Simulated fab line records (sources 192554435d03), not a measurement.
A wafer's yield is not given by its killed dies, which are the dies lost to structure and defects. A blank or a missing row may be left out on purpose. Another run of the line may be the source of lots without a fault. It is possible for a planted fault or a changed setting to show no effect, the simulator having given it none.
Chamber matching :: flow n5Finfet :: N5_MOL_CONTACT_COAG_ETCH_48 on rieDiel-01 has 4 sister chambers
The step etches SiOC in C4F6/O2, target depth 15 nm, overetch 4.5 nm, time 17 s. 8 wafers are shown with their chamber, then 8 later ones without.

EACH WAFER AND ITS CHAMBER
wafer: L075.2
chamber: 2
drypumpMotorCurrentA (A): 5.0
rfVppV (V): 1605

wafer: L084.2
chamber: 1
drypumpMotorCurrentA (A): 5.2
rfVppV (V): 1602

wafer: L085.3
chamber: 0
drypumpMotorCurrentA (A): 6.3
rfVppV (V): 1613

wafer: L085.6
chamber: 1
drypumpMotorCurrentA (A): 5.2
rfVppV (V): 1604

wafer: L087.1
chamber: 0
drypumpMotorCurrentA (A): 6.4
rfVppV (V): 1613

wafer: L087.3
chamber: 3
drypumpMotorCurrentA (A): 5.3
rfVppV (V): 1625

wafer: L087.6
chamber: 3
drypumpMotorCurrentA (A): 5.3
rfVppV (V): 1625

wafer: L090.1
chamber: 2
drypumpMotorCurrentA (A): 5.0
rfVppV (V): 1605

WAFERS WITHOUT THEIR CHAMBER
wafer: L090.4
drypumpMotorCurrentA (A): 6.4
rfVppV (V): 1612

wafer: L090.5
drypumpMotorCurrentA (A): 4.9
rfVppV (V): 1605

wafer: L091.3
drypumpMotorCurrentA (A): 5.3
rfVppV (V): 1625

wafer: L091.5
drypumpMotorCurrentA (A): 5.4
rfVppV (V): 1625

wafer: L091.6
drypumpMotorCurrentA (A): 4.9
rfVppV (V): 1604

wafer: L094.1
drypumpMotorCurrentA (A): 5.2
rfVppV (V): 1603

wafer: L094.2
drypumpMotorCurrentA (A): 6.4
rfVppV (V): 1611

wafer: L094.5
drypumpMotorCurrentA (A): 4.9
rfVppV (V): 1604

WHICH CHAMBER EACH WENT THROUGH
wafer: L090.4
from the rows above: 0
in truth: 0

wafer: L090.5
from the rows above: 2
in truth: 2

wafer: L091.3
from the rows above: 3
in truth: 3

wafer: L091.5
from the rows above: 3
in truth: 3

wafer: L091.6
from the rows above: 2
in truth: 2

wafer: L094.1
from the rows above: 1
in truth: 1

wafer: L094.2
from the rows above: 0
in truth: 0

wafer: L094.5
from the rows above: 2
in truth: 2
Correct placement for 8 of the 8. Can't be placed from these rows: 0. Placed wrongly: 0.
How it was worked out, from the rows above alone: a wafer's distance from a chamber is the root of the sum, over the readings, of the square of ((its reading less the chamber's mean) divided by the reading's scatter). The wafer belongs to the nearest chamber; if the next one is less than 2 further off, it can't be placed. For every chamber, the mean is computed from those of its wafers that are shown. The scatter: take each reading less its chamber's mean, square it, sum over the shown wafers, divide by the number of wafers less the number of chambers, and take the root.
